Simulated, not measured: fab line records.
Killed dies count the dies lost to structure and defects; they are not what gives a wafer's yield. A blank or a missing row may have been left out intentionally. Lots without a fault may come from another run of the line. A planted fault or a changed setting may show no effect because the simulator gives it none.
Split-lot experiment :: flow n5 finfet :: 21 wafers read across 7 lots, on a route 1938 steps long

## ON THE SPLIT
At N5_BEOL_M6_COAT_60 (time 60 s, resist thk 35 nm), the setting spin rpm was moved away from the recipe's 1500 rpm on 4 of the 21 wafers read, by -3.5% to +4.7%. This setting was run at the recipe's value on the other wafers.

## FROM THE SPLIT TO THE READING: what the file shows between them, 3 steps
- N5_BEOL_M6_COAT_05: resist thk 90 nm
- N5_BEOL_M6_EBR_07
- N5_BEOL_M6_DESCUM_16: chemistry O2, time 7.9 s

## THE READING
etch.depth nm (the simulator's own value, which no gauge read), in nm, at N5_BEOL_M6_ETCH_61 (etches SiARC in CF4, target depth 45.5 nm, time 75.8 s). The file does not state a usual value for it. Average 35.06 nm, standard deviation 0.13 nm, over the 17 wafers here run with the recipe.

wafer: L078.1
tool, chamber at the split: litho track-05, 0
spin rpm as run, rpm: 1500
against the recipe: recipe
etch.depth nm, nm: 35.24
against lot-mates on the recipe: -

wafer: L078.3
tool, chamber at the split: litho track-05, 0
spin rpm as run, rpm: 1500
against the recipe: recipe
etch.depth nm, nm: 35.24
against lot-mates on the recipe: -

wafer: L078.5
tool, chamber at the split: litho track-05, 0
spin rpm as run, rpm: 1500
against the recipe: recipe
etch.depth nm, nm: 35.23
against lot-mates on the recipe: -

wafer: L077.1
tool, chamber at the split: litho track-05, 0
spin rpm as run, rpm: 1548
against the recipe: +3.2%
etch.depth nm, nm: 34.66
against lot-mates on the recipe: -0.48

wafer: L077.3
tool, chamber at the split: litho track-05, 0
spin rpm as run, rpm: 1500
against the recipe: recipe
etch.depth nm, nm: 35.06
against lot-mates on the recipe: -

wafer: L077.6
tool, chamber at the split: litho track-05, 0
spin rpm as run, rpm: 1500
against the recipe: recipe
etch.depth nm, nm: 35.23
against lot-mates on the recipe: -

wafer: L079.1
tool, chamber at the split: litho track-05, 0
spin rpm as run, rpm: 1500
against the recipe: recipe
etch.depth nm, nm: 35.07
against lot-mates on the recipe: -

wafer: L079.4
tool, chamber at the split: litho track-05, 0
spin rpm as run, rpm: 1500
against the recipe: recipe
etch.depth nm, nm: 34.91
against lot-mates on the recipe: -

wafer: L079.5
tool, chamber at the split: litho track-05, 0
spin rpm as run, rpm: 1500
against the recipe: recipe
etch.depth nm, nm: 35.08
against lot-mates on the recipe: -

wafer: L088.1
tool, chamber at the split: litho track-03, 0
spin rpm as run, rpm: 1500
against the recipe: recipe
etch.depth nm, nm: 34.84
against lot-mates on the recipe: -

wafer: L088.2
tool, chamber at the split: litho track-03, 0
spin rpm as run, rpm: 1500
against the recipe: recipe
etch.depth nm, nm: 35.01
against lot-mates on the recipe: -

wafer: L088.5
tool, chamber at the split: litho track-03, 0
spin rpm as run, rpm: 1500
against the recipe: recipe
etch.depth nm, nm: 34.85
against lot-mates on the recipe: -

wafer: L089.3
tool, chamber at the split: litho track-01, 0
spin rpm as run, rpm: 1500
against the recipe: recipe
etch.depth nm, nm: 34.98
against lot-mates on the recipe: -

wafer: L089.4
tool, chamber at the split: litho track-01, 0
spin rpm as run, rpm: 1500
against the recipe: recipe
etch.depth nm, nm: 34.89
against lot-mates on the recipe: -

wafer: L089.5
tool, chamber at the split: litho track-01, 0
spin rpm as run, rpm: 1500
against the recipe: recipe
etch.depth nm, nm: 34.99
against lot-mates on the recipe: -

wafer: L090.1
tool, chamber at the split: litho track-05, 0
spin rpm as run, rpm: 1448
against the recipe: -3.5%
etch.depth nm, nm: 35.77
against lot-mates on the recipe: +0.69

wafer: L090.5
tool, chamber at the split: litho track-05, 0
spin rpm as run, rpm: 1500
against the recipe: recipe
etch.depth nm, nm: 35.12
against lot-mates on the recipe: -

wafer: L090.6
tool, chamber at the split: litho track-05, 0
spin rpm as run, rpm: 1500
against the recipe: recipe
etch.depth nm, nm: 35.04
against lot-mates on the recipe: -

wafer: L097.3
tool, chamber at the split: litho track-05, 0
spin rpm as run, rpm: 1570
against the recipe: +4.7%
etch.depth nm, nm: 34.32
against lot-mates on the recipe: -0.85

wafer: L097.4
tool, chamber at the split: litho track-05, 0
spin rpm as run, rpm: 1570
against the recipe: +4.7%
etch.depth nm, nm: 34.3
against lot-mates on the recipe: -0.87

wafer: L097.5
tool, chamber at the split: litho track-05, 0
spin rpm as run, rpm: 1500
against the recipe: recipe
etch.depth nm, nm: 35.17
against lot-mates on the recipe: -

FIT RESULTS
A straight line over all 21 wafers: etch.depth nm changes by -0.165 nm for each +1% of spin rpm; r = -0.91; the points scatter about the line by 0.13 nm.
The same after taking each lot's own level away (the mean of its wafers on the recipe; 21 wafers): -0.183 nm for each +1%; r = -0.98; scatter 0.062 nm.
On that fit, the largest move of spin rpm shifts the reading by 0.85 nm.
Measured against the standard deviation above, the lots' own levels, which go from 34.900 to 35.237 nm, span 2.5 times it.
Hence the lot-to-lot level has little effect on the slope; both slopes agree.
Check: for one of the wafers moved furthest among these (+4.7%), held out of the fit, the line's prediction against its lot-mates is -0.845 nm. Against them it came out at -0.85 nm.

## FURTHER SPLITS ON THESE WAFERS
These wafers also went through other splits before the reading. Each is held against what the fit with the lots' levels taken away leaves over:
other split on the same wafers: N5_BEOL_M2_DESCUM_16 time s
wafers away from the commonest value: 6
r with etch.depth nm (lot level and that fit taken away): -0.05

other split on the same wafers: N5_BEOL_M2_ETCH_74 source w
wafers away from the commonest value: 6
r with etch.depth nm (lot level and that fit taken away): -0.47

other split on the same wafers: N5_BEOL_M3_COAT_68 spin rpm
wafers away from the commonest value: 9
r with etch.depth nm (lot level and that fit taken away): -0.07

other split on the same wafers: N5_BEOL_M3_COAT_22 spin rpm
wafers away from the commonest value: 8
r with etch.depth nm (lot level and that fit taken away): -0.16

other split on the same wafers: N5_BEOL_M4_COAT_05 spin rpm
wafers away from the commonest value: 6
r with etch.depth nm (lot level and that fit taken away): -0.24

other split on the same wafers: N5_BEOL_M4_ETCH_64 bias w
wafers away from the commonest value: 6
r with etch.depth nm (lot level and that fit taken away): +0.15

other split on the same wafers: N5_BEOL_M5_ILD_DEP_00 time s
wafers away from the commonest value: 9
r with etch.depth nm (lot level and that fit taken away): +0.28

other split on the same wafers: N5_BEOL_M5_HM_DEP_02 target thk a
wafers away from the commonest value: 9
r with etch.depth nm (lot level and that fit taken away): +0.00

## THE WHOLE CHAIN: every reading that the file lists as answering this split, in the file's order
step: N5_BEOL_M6_COAT_60
what it does: time 60 s, resist thk 35 nm
reading: SiARC_of_BEOL_M6_COAT_60.thk nm (the simulator's own value, which no gauge read)
change (the file's fit): -0.176 nm for each +1% of the setting
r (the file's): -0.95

step: N5_BEOL_M6_ETCH_61
what it does: etches SiARC in CF4, target depth 45.5 nm, time 75.8 s
reading: etch.depth nm (the simulator's own value, which no gauge read)
change (the file's fit): -0.181 nm for each +1% of the setting
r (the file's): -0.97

## FILE'S OWN FIT
etch.depth nm changes by -0.181 nm for each +1% of spin rpm, r = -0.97.
